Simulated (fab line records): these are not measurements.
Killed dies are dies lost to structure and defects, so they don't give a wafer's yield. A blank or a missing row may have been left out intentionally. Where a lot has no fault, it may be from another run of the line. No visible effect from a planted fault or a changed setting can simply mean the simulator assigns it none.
The tool behind it: which one?    flow n5_finfet    9 lots, 27 wafers sampled, at 6 steps of a route of 1938

WHAT EACH GAUGE READ, for each wafer
N5_FIN_SAQP_THK_MEAS_05. Usual: thk_nm 37.7 nm, standard deviation 0.54.
lot   measured     on             thk_nm (nm)     flag
L708  day 1 20:37  film_metro-02  38.2 38.2 37.9  
L710  day 2 09:04  film_metro-01  37.8 37.4 38.3  
L714  day 3 09:13  film_metro-01  37.9 38.7 38.4  
L715  day 3 15:49  film_metro-02  37.0 37.9 38.2  
L716  day 3 21:11  film_metro-01  38.1 37.7 37.6  
L728  day 6 20:58  film_metro-02  36.8 37.4 38.4  
L729  day 7 03:23  film_metro-02  37.9 38.5 38.4  
L730  day 7 08:40  film_metro-01  38.0 38.0 37.9  
L731  day 7 14:53  film_metro-02  38.6 37.8 38.6  

N5_FIN_SAQP_THK_MEAS_07. Usual: thk_nm 59.4 nm, standard deviation 0.72.
lot   measured     on             thk_nm (nm)     flag
L708  day 1 20:50  film_metro-01  59.1 59.6 59.5  
L710  day 2 09:21  film_metro-02  59.2 59.3 59.2  
L714  day 3 09:25  film_metro-02  59.2 60.8 60.1  
L715  day 3 16:02  film_metro-02  58.8 60.2 60.5  
L716  day 3 21:28  film_metro-02  58.5 59.4 59.8  
L728  day 6 21:11  film_metro-02  59.0 61.3 60.2  
L729  day 7 03:40  film_metro-02  58.5 58.6 59.7  
L730  day 7 08:53  film_metro-02  58.9 59.4 59.2  
L731  day 7 15:10  film_metro-01  58.3 58.8 59.3  

N5_BEOL_M4_RC_MEAS_101. Usual: DIBL_N 36.5 mV/V, standard deviation 1.4; DIBL_P 36.6 mV/V, standard deviation 1.9; IOFF_N 0.167 nA/um, standard deviation 0.029; IOFF_P 0.21 nA/um, standard deviation 0.033; ION_N 674 uA/um, standard deviation 12; ION_P 460 uA/um, standard deviation 8.9; SS_N 71.6 mV/dec, standard deviation 0.57; SS_P 73.4 mV/dec, standard deviation 0.61; VT_N 249 mV, standard deviation 3.3; VT_P -250 mV, standard deviation 3.3.
lot   measured      on         DIBL_N (mV/V)   DIBL_P (mV/V)   IOFF_N (nA/um)     IOFF_P (nA/um)  ION_N (uA/um)  ION_P (uA/um)  SS_N (mV/dec)   SS_P (mV/dec)   VT_N (mV)    VT_P (mV)       flag
L708  day 8 10:10   prober-01  33.5 36.6 33.2  31.3 35.8 31.9  0.126 0.180 0.119  0.18 0.25 0.18  677 694 671    470 480 460    70.3 71.8 70.9  72.9 73.1 72.5  250 245 252  -249 -247 -250  
L710  day 8 10:22   prober-02  36.0 34.5 38.5  36.0 33.9 39.2  0.160 0.134 0.214  0.20 0.18 0.26  664 657 674    454 450 459    71.5 71.3 72.6  73.9 73.7 74.7  250 252 244  -252 -256 -247  
L714  day 9 12:04   prober-01  37.1 35.5 35.7  38.5 35.8 36.4  0.212 0.180 0.170  0.25 0.21 0.21  682 694 678    468 470 462    72.3 72.4 72.6  73.9 72.8 73.1  246 246 248  -248 -249 -249  
L715  day 9 18:33   prober-01  36.1 34.1 37.8  36.2 34.4 38.3  0.176 0.137 0.221  0.26 0.23 0.30  697 680 711    483 475 487    71.6 70.8 72.2  73.3 73.2 74.0  245 249 242  -244 -244 -242  
L716  day 9 18:21   prober-02  36.2 35.3 37.7  35.3 35.3 38.0  0.164 0.157 0.191  0.18 0.18 0.23  669 678 679    453 457 467    72.0 71.5 72.2  72.7 73.0 74.1  249 248 245  -253 -253 -249  
L728  day 13 01:34  prober-02  36.3 35.6 35.4  36.5 36.2 35.1  0.160 0.138 0.140  0.20 0.20 0.19  671 660 673    456 451 459    72.0 71.5 70.9  74.1 73.5 74.4  248 254 252  -253 -255 -253  
L729  day 13 07:11  prober-02  34.0 36.4 36.2  34.6 37.1 37.3  0.139 0.179 0.174  0.20 0.24 0.25  679 669 674    465 466 467    71.0 72.0 71.8  72.8 73.6 73.0  250 247 248  -249 -243 -245  
L730  day 13 16:08  prober-01  36.3 38.2 37.6  35.9 37.1 37.4  0.147 0.161 0.169  0.21 0.23 0.24  659 665 668    459 457 464    71.3 71.4 72.0  72.9 73.6 73.7  253 250 246  -249 -250 -249  
L731  day 13 20:43  prober-01  35.2 35.4 36.6  34.8 35.0 36.5  0.133 0.141 0.165  0.19 0.20 0.21  649 670 663    452 462 447    72.1 71.4 72.4  72.1 72.8 71.9  252 250 249  -252 -251 -251  

WHAT TOOL EACH LOT RAN ON (gives the tool, then ch and the chambers of the sampled wafers, and finally the start)
lot   N5_FIN_SAQP_HM_DEP_03           N5_FIN_SAQP_COAT_50               N5_FIN_SAQP_ETCH_51
L708  pecvd-01 ch 1,2, day 1 20:32    litho_track-02 ch 0, day 1 20:57  rie_diel-05 ch 1,2,3, day 1 21:27
L710  pecvd-01 ch 0,2, day 2 08:59    litho_track-05 ch 0, day 2 09:28  rie_diel-05 ch 1,2, day 2 09:58
L714  pecvd-03 ch 0,1, day 3 09:07    litho_track-05 ch 0, day 3 09:32  rie_diel-06 ch 0,3, day 3 10:02
L715  pecvd-02 ch 0,1,2, day 3 15:44  litho_track-05 ch 0, day 3 16:08  rie_diel-06 ch 0,1,3, day 3 16:31
L716  pecvd-01 ch 0,2, day 3 21:05    litho_track-05 ch 0, day 3 21:35  rie_diel-06 ch 0,2,3, day 3 22:05
L728  pecvd-01 ch 1,2, day 6 20:53    litho_track-02 ch 0, day 6 21:17  rie_diel-05 ch 0,2,3, day 6 22:15
L729  pecvd-02 ch 0,1, day 7 03:17    litho_track-05 ch 0, day 7 03:47  rie_diel-05 ch 0,2,3, day 7 04:17
L730  pecvd-02 ch 0,1,2, day 7 08:35  litho_track-04 ch 0, day 7 08:59  rie_diel-06 ch 2,3, day 7 09:29
L731  pecvd-01 ch 0,1,2, day 7 14:48  litho_track-04 ch 0, day 7 15:16  rie_diel-05 ch 1,2, day 7 15:47
- N5_FIN_SAQP_HM_DEP_03: deposits SiNx from SiH4/NH3/N2, target thk 38 nm, time 33.6 s.
- N5_FIN_SAQP_COAT_50: time 60 s, resist thk 35 nm.
- N5_FIN_SAQP_ETCH_51: etches SiARC in CF4, target depth 45.5 nm, time 75.8 s.

WHAT THE TOOLS THEMSELVES READ (means of the sampled wafers that have a number; where no wafer has one, the mark that the record gives instead)
N5_FIN_SAQP_HM_DEP_03. Usual: chamber_pressure_Torr 1.500 Torr, standard deviation 0.0031; heater_power_w 736 W, standard deviation 63; showerhead_plenum_p_Torr 5.17 Torr, standard deviation 0.084; throttle_valve_pct 39.9 %, standard deviation 2.
lot   tool      chamber_pressure_Torr (Torr)  heater_power_w (W)  showerhead_plenum_p_Torr (Torr)  throttle_valve_pct (%)  flag
L708  pecvd-01  1.501                         801                 5.20                             42.9                    
L710  pecvd-01  1.499                         790                 5.15                             40.4                    
L714  pecvd-03  1.501                         730                 5.22                             40.1                    
L715  pecvd-02  1.499                         677                 5.11                             38.5                    
L716  pecvd-01  1.498                         740                 5.16                             40.3                    
L728  pecvd-01  1.500                         807                 5.18                             42.2                    
L729  pecvd-02  1.499                         669                 5.05                             39.2                    
L730  pecvd-02  1.498                         661                 5.09                             38.5                    
L731  pecvd-01  1.499                         791                 5.16                             41.4                    

N5_FIN_SAQP_COAT_50. Usual: spin_speed_rpm 1499.8 rpm, standard deviation 0.85.
lot   tool            spin_speed_rpm (rpm)  flag
L708  litho_track-02  1500.8                
L710  litho_track-05  1498.9                
L714  litho_track-05  1499.2                
L715  litho_track-05  1190.7                OFF
L716  litho_track-05  1192.0                OFF
L728  litho_track-02  1499.4                
L729  litho_track-05  1500.8                
L730  litho_track-04  1499.5                
L731  litho_track-04  1499.4                

N5_FIN_SAQP_ETCH_51. Usual: drypump_motor_current_A 5.5 A, standard deviation 0.55; etch_rf_on_time_s 76.5 s, standard deviation 2; oes_product_au 0.67 a.u., standard deviation 0.077; rf_vpp_V 184.0 V, standard deviation 1.1; showerhead_plenum_p_Torr 2.15 Torr, standard deviation 0.064; throttle_valve_pct 15.49 %, standard deviation 0.29.
lot   tool         drypump_motor_current_A (A)  etch_rf_on_time_s (s)  oes_product_au (a.u.)  rf_vpp_V (V)  showerhead_plenum_p_Torr (Torr)  throttle_valve_pct (%)  flag
L708  rie_diel-05  5.3                          75.5                   0.66                   184.0         2.15                             15.45                   
L710  rie_diel-05  5.1                          75.7                   0.64                   184.2         2.15                             15.42                   
L714  rie_diel-06  5.5                          76.4                   0.76                   184.8         2.26                             15.40                   
L715  rie_diel-06  5.6                          85.8                   0.68                   184.3         2.21                             15.55                   OFF
L716  rie_diel-06  6.0                          84.1                   0.69                   184.8         2.18                             15.73                   OFF
L728  rie_diel-05  5.4                          78.1                   0.65                   183.8         2.12                             15.45                   
L729  rie_diel-05  5.4                          78.4                   0.65                   184.4         2.12                             15.45                   
L730  rie_diel-06  6.5                          75.9                   0.60                   183.5         2.10                             16.12                   
L731  rie_diel-05  5.1                          76.4                   0.77                   183.8         2.13                             15.17                   

THE ANSWER, worked out from the rows above alone
Rule: a lot is off if the mean of its wafers that have a number lies more than 3 standard deviations from the usual mean. Also off: a lot with no number at a reading for which 4 or more lots have one. The other lots that the step has rows for count as sound. The gauges are gone through in route order, then the tools' own readings, and for those a lot's mean is taken as printed above. At the first step where some lot is off, the reading lying furthest off is the one used; lots without a number count as furthest.
Off, at N5_FIN_SAQP_COAT_50 on spin_speed_rpm: L715, L716.
A tool fits if, at that step or a process step before it, it ran every lot that is off, and no sound lot after the first of them. Not one of the candidates tried fits.

WHAT WAS PUT IN BY THE SIMULATOR
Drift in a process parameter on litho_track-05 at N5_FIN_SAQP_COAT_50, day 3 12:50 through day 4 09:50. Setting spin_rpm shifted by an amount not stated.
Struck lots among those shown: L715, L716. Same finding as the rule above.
